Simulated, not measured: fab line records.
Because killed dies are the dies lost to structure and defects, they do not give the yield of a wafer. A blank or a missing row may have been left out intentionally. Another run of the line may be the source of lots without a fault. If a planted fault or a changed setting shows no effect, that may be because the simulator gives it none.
fab line records ; flow n5_finfet
record lots=5; wafers=15; last_day=17
route steps=1938 shown BEOL_M3@931 BEOL_M4@1111 PASSIVATION@1936
lots with no fault: from the same line, run without faults
start_h: start of the lot's first displayed wafer, in hours after the record's first day ; wait_h: how many hours have passed since the lot's step before this one ; " the same as in the row above ; L1.1+2: several wafers, shown together as one row ; - either no value or no given start ; * or withheld: withheld ; < > ~ a bound
route shown NAME@n: NAME is a module with steps in the file, n the number in the route of the first one ; usual: the fault-free wafers' mean and standard deviation ; same: alike in all rows ; chamber/n: place in a boat ; sites: readings site by site ; _std_site: how widely they spread, as a standard deviation ; _edge_site: outer sites' mean less inner sites' ; radius_mm: for every site, how far away it sits from the centre of the wafer ; mask NAME#n: copy n ; behind: the last tool/chamber to shape the wafer ; hold: what put the lot on hold/how long, in hours/how the hold closed ; device: whichever transistor did not switch (one of n, p or np) ; end of line: the route-end tests of the same wafers ; for a step that has no rows: nothing shown but its recipe ; killed: count of dies lost to structure and defects at first sort (not the wafer's yield) ; map: a wafer's dies, x killed, . not, _ none there
set.NAME: the setting as run; set.NAME@STEP: as run at that earlier step ; model.NAME: the simulator's own value behind a step, which no gauge read
certain route steps with their lots: each step a table, each wafer a row
services: when a tool's chamber went out of use (start_h, in hours from the record's first day, below 0 if earlier), for how many hours, and the reason
## steps
# step N5_BEOL_M3_ILD_DEP_00
# recipe material=SiOC; target_thk_a=790; temp_c=350; precursor=DEMS/O2; pressure_torr=5; rf_w=500; time_s=15.3
# step N5_BEOL_M3_PECVD_72
# recipe material=SiO2; target_thk_a=160; temp_c=400; precursor=TEOS/O2; pressure_torr=5.5; rf_w=450; teos_flow_sccm=53.8; gas=O2; flow_sccm=3000; time_s=18
# step N5_BEOL_M3_HM_DEP_02
# recipe material=TiN; target_thk_a=200; temp_c=25; chamber_pressure_pa=0.49996
# step N5_BEOL_M3_COAT_61
# recipe resist=SOC; temp_c=250; time_s=60; spin_rpm=1500; resist_thk_nm=60
# step N5_BEOL_M3_COAT_62
# recipe resist=SiARC; temp_c=220; time_s=60; spin_rpm=1500; resist_thk_nm=12
# step N5_BEOL_M3_COAT_73
# recipe resist=underlayer; temp_c=205; time_s=60; spin_rpm=1500; resist_thk_nm=5
# step N5_BEOL_M3_COAT_05
# recipe resist=CAR-EUV; spin_rpm=1500; resist_thk_nm=30
# step N5_BEOL_M3_EBR_07
# recipe solvent=PGMEA; ebr_width_mm=1.5
# step N5_BEOL_M3_SOFTBAKE_06
# recipe temp_c=110; time_s=60; resist=CAR-EUV
# step N5_BEOL_M3_EXPOSE_08
# recipe mask_id=M3; na=0.33; source_shape=dipole; sigma_inner=0.369; sigma_outer=0.767; polarization=unpolarized; dose_mj=33
# usual exposure_dose_mJ_cm2=32.95/0.043
# same dipole_opening_deg=79.7
lot.wafer;tool;chamber;start_h;wait_h;mask;exposure_dose_mJ_cm2
L565.1;euv_scanner-02;0;181.35;-;M3#0;32.98
L565.4;euv_scanner-02;0;181.35;-;M3#0;32.96
L565.6;euv_scanner-02;0;181.35;-;M3#0;33.02
L571.1;euv_scanner-02;0;225.38;-;M3#0;28.18
L571.2;euv_scanner-02;0;225.38;-;M3#0;28.18
L571.5;euv_scanner-02;0;225.38;-;M3#0;28.18
L572.1;euv_scanner-02;0;226.95;-;M3#0;29.19
L572.2;euv_scanner-02;0;226.95;-;M3#0;29.14
L572.4;euv_scanner-02;0;226.95;-;M3#0;29.22
L573.1;euv_scanner-02;0;238.86;-;M3#0;29.88
L573.2;euv_scanner-02;0;238.86;-;M3#0;29.92
L573.3;euv_scanner-02;0;238.86;-;M3#0;29.84
L581.2;euv_scanner-01;0;284.72;-;M3#0;32.99
L581.4;euv_scanner-01;0;284.72;-;M3#0;32.95
L581.6;euv_scanner-01;0;284.72;-;M3#0;32.95
# step N5_BEOL_M3_PEB_09
# recipe peb_temp_c=100; peb_time_s=60; resist=CAR-EUV
# step N5_BEOL_M3_DEVELOP_10
# recipe develop_time_s=30; developer=TMAH; resist=CAR-EUV; rinse_liquid=surfactant_rinse; dry=air_spin; dev_temp_c=23
# step N5_BEOL_M3_CD_MEAS_11
# recipe target_cd_nm=17.05; landing_energy_ev=500; detector=se_inlens; polarity=opening
# usual cd_nm=16.96/0.24
lot.wafer;tool;chamber;start_h;wait_h;cd_nm
L565.1;cd_sem-01;0;181.47;-;17.06
L565.4;cd_sem-01;0;181.47;-;16.98
L565.6;cd_sem-01;0;181.47;-;17.21
L571.1;cd_sem-01;0;225.50;-;13.18
L571.2;cd_sem-01;0;225.50;-;13.66
L571.5;cd_sem-01;0;225.50;-;13.66
L572.1;cd_sem-03;0;227.07;-;14.34
L572.2;cd_sem-03;0;227.07;-;14.29
L572.4;cd_sem-03;0;227.07;-;14.61
L573.1;cd_sem-01;0;238.99;-;14.94
L573.2;cd_sem-01;0;238.99;-;15.00
L573.3;cd_sem-01;0;238.99;-;14.67
L581.2;cd_sem-03;0;284.84;-;16.89
L581.4;cd_sem-03;0;284.84;-;16.95
L581.6;cd_sem-03;0;284.84;-;16.90
# step N5_BEOL_M3_DESCUM_16
# recipe chemistry=O2; time_s=7; source_power_w=50; bias_power_w=20; pressure_mtorr=20; rf_frequency_hz=2.712e+07; temp_c=40; resist=CAR-EUV; o2_flow_sccm=225
# step N5_BEOL_M3_ETCH_74
# recipe chemistry=N2/H2; target=underlayer; target_depth_a=65; mask_material=CAR-EUV; time_s=5.2; ion_energy_ev=200; pressure_mtorr=30; source_w=840; bias_w=150; n2_flow_sccm=200; h2_flow_sccm=200; ends=cleared
# usual drypump_motor_current_A=5.6/0.51; etch_rf_on_time_s=5.19/0.12; h2_flow_sccm=200.0/0.55; oes_product_au=0.66/0.083; rf_vpp_V=523.1/2.8; showerhead_plenum_p_Torr=2.51/0.091; throttle_valve_pct=17.8/0.35
lot.wafer;tool;chamber;start_h;wait_h;drypump_motor_current_A;etch_rf_on_time_s;h2_flow_sccm;oes_product_au;rf_hours_counter_h;rf_vpp_V;showerhead_plenum_p_Torr;throttle_valve_pct;model.BEOL_M3.cd_offset_nm
L565.1;rie_diel-03;1;181.72;0.0;4.9;5.17;199.8;0.74;46;529.0;2.70;18.2;-0.4
L565.4;rie_diel-03;2;181.72;0.0;6.6;5.31;199.9;0.65;157;526.2;2.63;17.6;-0.2
L565.6;rie_diel-03;0;181.72;0.0;5.6;5.18;200.3;0.58;-;524.3;2.49;18.1;0
L571.1;rie_diel-05;3;225.66;0.0;5.0;4.95;199.2;0.83;7;524.5;2.49;17.1;-3.8
L571.2;rie_diel-05;0;225.66;0.0;5.6;5.15;201.4;0.74;60;526.1;2.56;17.2;-3.4
L571.5;rie_diel-05;2;225.66;0.0;5.7;5.14;200.5;0.57;-;526.8;2.60;17.5;-3.6
L572.1;rie_diel-04;0;227.30;0.0;5.1;5.23;199.9;0.60;223;521.9;2.40;17.8;-2.6
L572.2;rie_diel-04;1;227.30;0.0;5.0;5.29;200.1;0.60;180;519.8;2.42;17.9;-2.6
L572.4;rie_diel-04;2;227.30;0.0;6.3;5.07;199.8;0.60;233;521.6;2.51;18.3;-2.8
L573.1;rie_diel-05;0;239.14;0.0;5.5;5.22;200.4;0.74;65;526.0;2.56;17.2;-2
L573.2;rie_diel-05;3;239.14;0.0;5.0;4.99;200.2;0.83;11;522.3;2.49;17.2;-2
L573.3;rie_diel-05;2;239.14;0.0;5.7;5.22;199.8;0.55;258;524.5;2.59;17.5;-2.2
L581.2;rie_diel-04;0;285.00;0.0;5.1;5.10;200.1;0.59;241;519.3;2.40;17.8;-0.4
L581.4;rie_diel-04;3;285.00;0.0;6.1;5.26;200.0;0.62;159;519.8;2.43;17.9;-0.4
L581.6;rie_diel-04;2;285.00;0.0;6.3;5.10;200.6;0.58;-;522.5;2.51;18.3;-0.4
# step N5_BEOL_M3_ETCH_63
# recipe chemistry=CF4; target=SiARC; target_depth_a=156; mask_material=CAR-EUV; time_s=26; ion_energy_ev=80; pressure_mtorr=40; source_w=545; bias_w=36; Ar_flow_sccm=100; cf4_flow_sccm=100; ends=cleared
# step N5_BEOL_M3_ETCH_64
# recipe chemistry=N2/H2; target=SOC; target_depth_a=750; overetch_a=150; mask_material=SiARC; temp_c=40; time_s=112.5; ion_energy_ev=200; pressure_mtorr=30; source_w=840; bias_w=150; n2_flow_sccm=200; h2_flow_sccm=200
# step N5_BEOL_M3_STRIP_65
# recipe chemistry=N2/H2; temp_c=40; n2_flow_sccm=200; h2_flow_sccm=200; rf_frequency_hz=6e+07
# step N5_BEOL_M3_STRIP_75
# recipe chemistry=N2/H2; temp_c=40; n2_flow_sccm=200; h2_flow_sccm=200; rf_frequency_hz=6e+07
# step N5_BEOL_M3_STRIP_66
# recipe chemistry=CF4; resist=SiARC; power_w=300; bias_power_w=75; pressure_mtorr=50; cf4_flow_sccm=150; rf_frequency_hz=6e+07
# step N5_BEOL_M3_HM_OPEN_17
# recipe chemistry=Cl2/BCl3; target_depth_a=200; overetch_a=60; target=TiN; mask_material=SOC; ion_energy_ev=150; pressure_mtorr=10; icp_w=1000; bias_w=126; Cl2_flow_sccm=53.25; bcl3_flow_sccm=21.75; Ar_flow_sccm=25
# usual drypump_motor_current_A=5.58/0.17; oes_product_au=0.60/0.085; throttle_valve_pct=22.27/0.19
lot.wafer;tool;chamber;start_h;wait_h;drypump_motor_current_A;oes_product_au;rf_hours_counter_h;throttle_valve_pct;model.BEOL_M3.cd_offset_nm
L565.1;rie_metal-03;0;181.94;0.0;5.48;0.53;114;22.49;-0.8
L565.4;rie_metal-03;1;181.94;0.0;5.59;0.52;-;22.28;-0.4
L565.6;rie_metal-03;0;181.94;0.0;5.51;0.54;-;22.48;0.2
L571.1;rie_metal-01;0;225.87;0.0;5.32;0.67;37;22.08;-3.8
L571.2;rie_metal-01;0;225.87;0.0;5.33;0.68;-;22.06;-3.2
L571.5;rie_metal-01;0;225.87;0.0;5.33;0.67;-;22.07;-3.6
L572.1;rie_metal-02;0;227.52;0.0;5.88;0.74;15;22.29;-2.8
L572.2;rie_metal-02;1;227.52;0.0;5.66;0.52;119;22.60;-2.6
L572.4;rie_metal-02;0;227.52;0.0;5.88;0.74;-;22.29;-2.6
L573.1;rie_metal-02;1;239.36;0.0;5.66;0.53;119;22.57;-1.8
L573.2;rie_metal-02;0;239.36;0.0;5.85;0.74;15;22.29;-1.8
L573.3;rie_metal-02;1;239.36;0.0;5.64;0.52;-;22.59;-2.2
L581.2;rie_metal-01;0;285.21;0.0;5.31;0.66;43;22.08;-0.4
L581.4;rie_metal-01;0;285.21;0.0;5.31;0.66;-;22.06;-0.4
L581.6;rie_metal-01;0;285.21;0.0;5.28;0.67;-;22.07;-0.4
# step N5_BEOL_M3_STRIP_19
# recipe chemistry=O2; power_w=400; temp_c=40; pressure_mtorr=30; rf_frequency_hz=6e+07; bias_power_w=0; overash_fraction=0.2; o2_flow_sccm=225
# step N5_BEOL_M3_CD_MEAS_18
# recipe pitch_nm=36; target_cd_nm=18
# usual cd_nm=17.9/0.36
lot.wafer;tool;chamber;start_h;wait_h;cd_nm
L565.1;cd_sem-02;-;182.20;0.0;17.2
L565.4;cd_sem-02;-;182.20;0.0;17.2
L565.6;cd_sem-02;-;182.20;0.0;18.1
L571.1;cd_sem-01;-;226.16;0.0;13.8
L571.2;cd_sem-01;-;226.16;0.0;14.6
L571.5;cd_sem-01;-;226.16;0.0;14.2
L572.1;cd_sem-02;-;227.72;0.0;15.3
L572.2;cd_sem-02;-;227.72;0.0;15.4
L572.4;cd_sem-02;-;227.72;0.0;15.3
L573.1;cd_sem-02;-;239.54;0.0;16.4
L573.2;cd_sem-02;-;239.54;0.0;15.7
L573.3;cd_sem-02;-;239.54;0.0;15.5
L581.2;cd_sem-02;-;285.47;0.1;18.0
L581.4;cd_sem-02;-;285.47;0.1;17.2
L581.6;cd_sem-02;-;285.47;0.1;17.4
# step N5_BEOL_M3_COAT_67
# recipe resist=SOC; temp_c=250; time_s=60; spin_rpm=1500; resist_thk_nm=60
# step N5_BEOL_M4_RC_MEAS_101
# usual DIBL_N=36.1/1.5; DIBL_P=36.1/1.9; IOFF_N=0.159/0.029; IOFF_P=0.21/0.038; ION_N=675/11; ION_P=464/8.1; SS_N=71.5/0.57; SS_P=73.3/0.64; VT_N=249/3.1; VT_P=-250/3.8
lot.wafer;tool;chamber;start_h;wait_h;DIBL_N[mV/V];DIBL_P[mV/V];IOFF_N[nA/um];IOFF_P[nA/um];ION_N[uA/um];ION_P[uA/um];SS_N[mV/dec];SS_P[mV/dec];VT_N[mV];VT_P[mV]
L565.1;prober-01;0;201.14;0.0;33.2;32.1;0.116;0.15;665;456;70.8;72.6;253;-255
L565.4;prober-01;0;201.14;0.0;35.0;34.2;0.127;0.17;653;446;70.1;72.8;252;-253
L565.6;prober-01;0;201.14;0.0;33.6;32.7;0.116;0.15;658;450;70.3;72.0;256;-255
L581.2;prober-01;0;321.60;0.2;36.2;37.9;0.192;0.27;679;475;71.6;74.0;246;-244
L581.4;prober-01;0;321.60;0.2;34.7;35.0;0.153;0.21;683;473;71.3;73.3;249;-250
L581.6;prober-01;0;321.60;0.2;36.2;36.5;0.183;0.23;682;463;71.3;74.1;248;-248
# step N5_PASSIVATION_PROBE_49
# usual defect_limited_yield=91.5/1.6; killed_at_M0_to_M3=33/10; killed_at_M4_up=13/5.6; killed_at_contacts=13/6; killed_at_front_end=39/12; killed_at_other=3.0/2.8; killed_dies=101/19; killed_on_rim=13/4; killed_open=65/13; killed_short=32/8.3; sort_bin_5_function=5.0/1; sort_bin_6_memory=3.1/0.69; sort_n_pass=1079/19; sort_yield_pct=91.5/1.6
# same gross_dies=1180; killed_at_back_side=0; sort_bin_4_leakage[%]=0; sort_bin_8_speed[%]=0
lot.wafer;tool;chamber;start_h;wait_h;defect_limited_yield[%];killed_at_M0_to_M3;killed_at_M4_up;killed_at_contacts;killed_at_front_end;killed_at_other;killed_dies;killed_on_rim;killed_open;killed_short;sort_bin_5_function[%];sort_bin_6_memory[%];sort_n_pass;sort_yield_pct[%]
L571.1;prober-02;-;353.76;0.0;0;1091;17;10;61;1;1180;152;69;43;5.5;3.7;0;0
L571.2;prober-02;-;353.81;0.1;0;1127;5;10;37;1;1180;152;57;32;4.6;2.6;0;0
L571.5;prober-02;-;353.96;0.2;0;1115;7;7;44;7;1180;152;58;27;3.8;3.2;0;0
L572.1;prober-01;-;355.45;0.0;0;1124;4;17;34;1;1180;152;64;23;4.3;3.0;0;0
L572.2;prober-01;-;355.50;0.1;0;1110;10;15;42;3;1180;152;56;29;4.3;2.6;0;0
L572.4;prober-01;-;355.60;0.2;0;1123;15;22;17;3;1180;152;59;27;4.7;2.4;0;0
# killed by level:class
L571.1 BEOL_M3:area_expose=1066 FIN_SAQP:geometric_particle:short=15 FIN_SAQP:geometric_particle:open=9 BEOL_M4:geometric_particle:open=9 MOL_CONTACT_COAG:geometric_particle:open=8 DUMMY_GATE:geometric_particle:open=7 GATE_CUT:geometric_particle:short=7 BEOL_M2:geometric_particle:open=6
L571.2 BEOL_M3:area_expose=1091 BEOL_M2:geometric_particle:open=11 FIN_SAQP:geometric_particle:open=10 GATE_CUT:geometric_particle:short=7 MOL_CONTACT_COAG:geometric_particle:open=7 BEOL_M3:geometric_particle:open=7 FIN_SAQP:geometric_particle:short=6 BEOL_M1:geometric_particle:open=6
L571.5 BEOL_M3:area_expose=1095 FIN_SAQP:geometric_particle:open=12 FIN_SAQP:geometric_particle:short=11 BEOL_M2:geometric_particle:open=9 GATE_CUT:geometric_particle:short=7 GATE_CUT:geometric_particle:open=7 BEOL_M4:geometric_particle:open=6 MOL_CONTACT_COAG:geometric_particle:open=5
L572.1 BEOL_M3:area_expose=1093 MOL_CONTACT_COAG:geometric_particle:open=14 FIN_SAQP:geometric_particle:open=10 FIN_SAQP:geometric_particle:short=8 BEOL_M1:geometric_particle:open=8 BEOL_M3:geometric_particle:open=7 BEOL_M0_SAQP:geometric_particle:open=6 BEOL_M2:geometric_particle:open=5
L572.2 BEOL_M3:area_expose=1095 MOL_CONTACT_COAG:geometric_particle:open=11 FIN_SAQP:geometric_particle:open=10 GATE_CUT:geometric_particle:short=6 FIN_SAQP:geometric_particle:short=5 BEOL_M4:geometric_particle:open=5 GATE_CUT:geometric_particle:open=4 MOL_CONTACT_COAG:geometric_particle:short=4
L572.4 BEOL_M3:area_expose=1093 MOL_CONTACT_COAG:geometric_particle:open=17 BEOL_M3:geometric_particle:open=10 BEOL_M0_SAQP:geometric_particle:open=5 BEOL_M4:geometric_particle:open=5 MOL_CONTACT_COAG:geometric_particle:short=4 DUMMY_GATE:geometric_particle:open=3 BEOL_M0_SAQP:geometric_particle:short=3
# map L571.1 (x killed, . not)
_________________xxxxxxxxxxxx________________
______________xxxxxxxxxxxxxxxxxx_____________
___________xxxxxxxxxxxxxxxxxxxxxxxx__________
__________xxxxxxxxxxxxxxxxxxxxxxxxxx_________
________xxxxxxxxxxxxxxxxxxxxxxxxxxxxxx_______
_______xxxxxxxxxxxxxxxxxxxxxxxxxxxxxxxx______
______xxxxxxxxxxxxxxxxxxxxxxxxxxxxxxxxxx_____
_____xxxxxxxxxxxxxxxxxxxxxxxxxxxxxxxxxxxx____
____xxxxxxxxxxxxxxxxxxxxxxxxxxxxxxxxxxxxxx___
___xxxxxxxxxxxxxxxxxxxxxxxxxxxxxxxxxxxxxxxx__
___xxxxxxxxxxxxxxxxxxxxxxxxxxxxxxxxxxxxxxxx__
__xxxxxxxxxxxxxxxxxxxxxxxxxxxxxxxxxxxxxxxxxx_
__xxxxxxxxxxxxxxxxxxxxxxxxxxxxxxxxxxxxxxxxxx_
_xxxxxxxxxxxxxxxxxxxxxxxxxxxxxxxxxxxxxxxxxxxx
_xxxxxxxxxxxxxxxxxxxxxxxxxxxxxxxxxxxxxxxxxxxx
_xxxxxxxxxxxxxxxxxxxxxxxxxxxxxxxxxxxxxxxxxxxx
_xxxxxxxxxxxxxxxxxxxxxxxxxxxxxxxxxxxxxxxxxxxx
_xxxxxxxxxxxxxxxxxxxxxxxxxxxxxxxxxxxxxxxxxxxx
_xxxxxxxxxxxxxxxxxxxxxxxxxxxxxxxxxxxxxxxxxxxx
_xxxxxxxxxxxxxxxxxxxxxxxxxxxxxxxxxxxxxxxxxxxx
_xxxxxxxxxxxxxxxxxxxxxxxxxxxxxxxxxxxxxxxxxxxx
__xxxxxxxxxxxxxxxxxxxxxxxxxxxxxxxxxxxxxxxxxx_
__xxxxxxxxxxxxxxxxxxxxxxxxxxxxxxxxxxxxxxxxxx_
___xxxxxxxxxxxxxxxxxxxxxxxxxxxxxxxxxxxxxxxx__
___xxxxxxxxxxxxxxxxxxxxxxxxxxxxxxxxxxxxxxxx__
____xxxxxxxxxxxxxxxxxxxxxxxxxxxxxxxxxxxxxx___
_____xxxxxxxxxxxxxxxxxxxxxxxxxxxxxxxxxxxx____
______xxxxxxxxxxxxxxxxxxxxxxxxxxxxxxxxxx_____
_______xxxxxxxxxxxxxxxxxxxxxxxxxxxxxxxx______
________xxxxxxxxxxxxxxxxxxxxxxxxxxxxxx_______
__________xxxxxxxxxxxxxxxxxxxxxxxxxx_________
___________xxxxxxxxxxxxxxxxxxxxxxxx__________
______________xxxxxxxxxxxxxxxxxx_____________
_________________xxxxxxxxxxxx________________
# map L572.1 (x killed, . not)
_________________xxxxxxxxxxxx________________
______________xxxxxxxxxxxxxxxxxx_____________
___________xxxxxxxxxxxxxxxxxxxxxxxx__________
__________xxxxxxxxxxxxxxxxxxxxxxxxxx_________
________xxxxxxxxxxxxxxxxxxxxxxxxxxxxxx_______
_______xxxxxxxxxxxxxxxxxxxxxxxxxxxxxxxx______
______xxxxxxxxxxxxxxxxxxxxxxxxxxxxxxxxxx_____
_____xxxxxxxxxxxxxxxxxxxxxxxxxxxxxxxxxxxx____
____xxxxxxxxxxxxxxxxxxxxxxxxxxxxxxxxxxxxxx___
___xxxxxxxxxxxxxxxxxxxxxxxxxxxxxxxxxxxxxxxx__
___xxxxxxxxxxxxxxxxxxxxxxxxxxxxxxxxxxxxxxxx__
__xxxxxxxxxxxxxxxxxxxxxxxxxxxxxxxxxxxxxxxxxx_
__xxxxxxxxxxxxxxxxxxxxxxxxxxxxxxxxxxxxxxxxxx_
_xxxxxxxxxxxxxxxxxxxxxxxxxxxxxxxxxxxxxxxxxxxx
_xxxxxxxxxxxxxxxxxxxxxxxxxxxxxxxxxxxxxxxxxxxx
_xxxxxxxxxxxxxxxxxxxxxxxxxxxxxxxxxxxxxxxxxxxx
_xxxxxxxxxxxxxxxxxxxxxxxxxxxxxxxxxxxxxxxxxxxx
_xxxxxxxxxxxxxxxxxxxxxxxxxxxxxxxxxxxxxxxxxxxx
_xxxxxxxxxxxxxxxxxxxxxxxxxxxxxxxxxxxxxxxxxxxx
_xxxxxxxxxxxxxxxxxxxxxxxxxxxxxxxxxxxxxxxxxxxx
_xxxxxxxxxxxxxxxxxxxxxxxxxxxxxxxxxxxxxxxxxxxx
__xxxxxxxxxxxxxxxxxxxxxxxxxxxxxxxxxxxxxxxxxx_
__xxxxxxxxxxxxxxxxxxxxxxxxxxxxxxxxxxxxxxxxxx_
___xxxxxxxxxxxxxxxxxxxxxxxxxxxxxxxxxxxxxxxx__
___xxxxxxxxxxxxxxxxxxxxxxxxxxxxxxxxxxxxxxxx__
____xxxxxxxxxxxxxxxxxxxxxxxxxxxxxxxxxxxxxx___
_____xxxxxxxxxxxxxxxxxxxxxxxxxxxxxxxxxxxx____
______xxxxxxxxxxxxxxxxxxxxxxxxxxxxxxxxxx_____
_______xxxxxxxxxxxxxxxxxxxxxxxxxxxxxxxx______
________xxxxxxxxxxxxxxxxxxxxxxxxxxxxxx_______
__________xxxxxxxxxxxxxxxxxxxxxxxxxx_________
___________xxxxxxxxxxxxxxxxxxxxxxxx__________
______________xxxxxxxxxxxxxxxxxx_____________
_________________xxxxxxxxxxxx________________
## services
tool;chamber;start_h;hours;kind
rie_metal-03;0;161.49;16.5;repair
rie_diel-05;3;180.01;-;clean
rie_diel-05;3;180.01;-;consumable_replace:focus_ring
rie_diel-05;3;180.01;23.3;scheduled_down
rie_diel-05;3;180.01;23.3;vent_cycle
euv_scanner-02;-;181.43;1.0;pm
rie_diel-04;1;183.48;4.8;repair
euv_scanner-02;-;185.99;1.1;repair
euv_scanner-01;-;209.24;1.0;pm
rie_diel-05;1;212.43;-;clean
rie_diel-05;1;212.43;-;consumable_replace:focus_ring
rie_diel-05;1;212.43;-;consumable_replace:showerhead
rie_diel-05;1;212.43;30.8;scheduled_down
rie_diel-05;1;212.43;30.8;vent_cycle
euv_scanner-01;-;225.28;4.6;pm
euv_scanner-01;-;231.23;1.8;repair
euv_scanner-01;-;233.45;2.0;repair
euv_scanner-02;-;237.58;1.0;pm
rie_diel-05;2;243.42;-;clean
rie_diel-05;2;243.42;-;consumable_replace:focus_ring
euv_scanner-02;-;247.72;4.6;pm
euv_scanner-02;0;254.51;-;calibration
euv_scanner-02;-;256.36;0.5;repair
euv_scanner-01;-;265.39;1.0;pm
## key
first_sign step=N5_BEOL_M3_EXPOSE_08; reading=exposure_dose_mJ_cm2; direction=down; sigmas=90; usual=32.95; struck=29.08
effect step=N5_BEOL_M3_CD_MEAS_11; reading=cd_nm; direction=down; sigmas=11; usual=16.96; struck=14.26; through=control_loop
effect step=N5_BEOL_M3_CD_MEAS_18; reading=cd_nm; direction=down; sigmas=7.8; usual=17.9; struck=15.1; through=control_loop
effect step=N5_PASSIVATION_PROBE_49; reading=killed_at_M0_to_M3; direction=up; sigmas=99+; usual=33; struck=1115
model_effect step=N5_BEOL_M3_ETCH_74; value=BEOL_M3.cd_offset_nm; without=-0.04444; struck=-2.778
model_effect step=N5_BEOL_M3_HM_OPEN_17; value=BEOL_M3.cd_offset_nm; without=0.02222; struck=-2.711
more_kills_born_at N5_BEOL_M3_EXPOSE_08@euv_scanner-02=6532
met_at N5_BEOL_M3_EXPOSE_08
struck_wafers L571.1,L571.2,L571.5,L572.1,L572.2,L572.4,L573.1,L573.2,L573.3
rows_end L573.1,L573.2,L573.3
later_rows_left_out L571.1,L571.2,L571.5,L572.1,L572.2,L572.4
loop_trim step=N5_BEOL_M3_EXPOSE_08; setting=dose; lots=L572,L573
onset_between 181.35 225.38
fault kind=process_parameter_drift; tool=euv_scanner-02; chamber=-; onset_h=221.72; steps=N5_BEOL_M3_EXPOSE_08; channel=dose_mj; offset=-4.7163; shape=step; acts_in=these_recipes_only; stated=33
# later_rows_left_out: the simulator's readings of these wafers behind a module that went badly wrong aren't trusted and aren't shown, but for the sort
# rows_end: these wafers met a further fault down the route, and their rows from its step on are left out
# loop_trim: a control loop set the setting to another value than it would have without faults
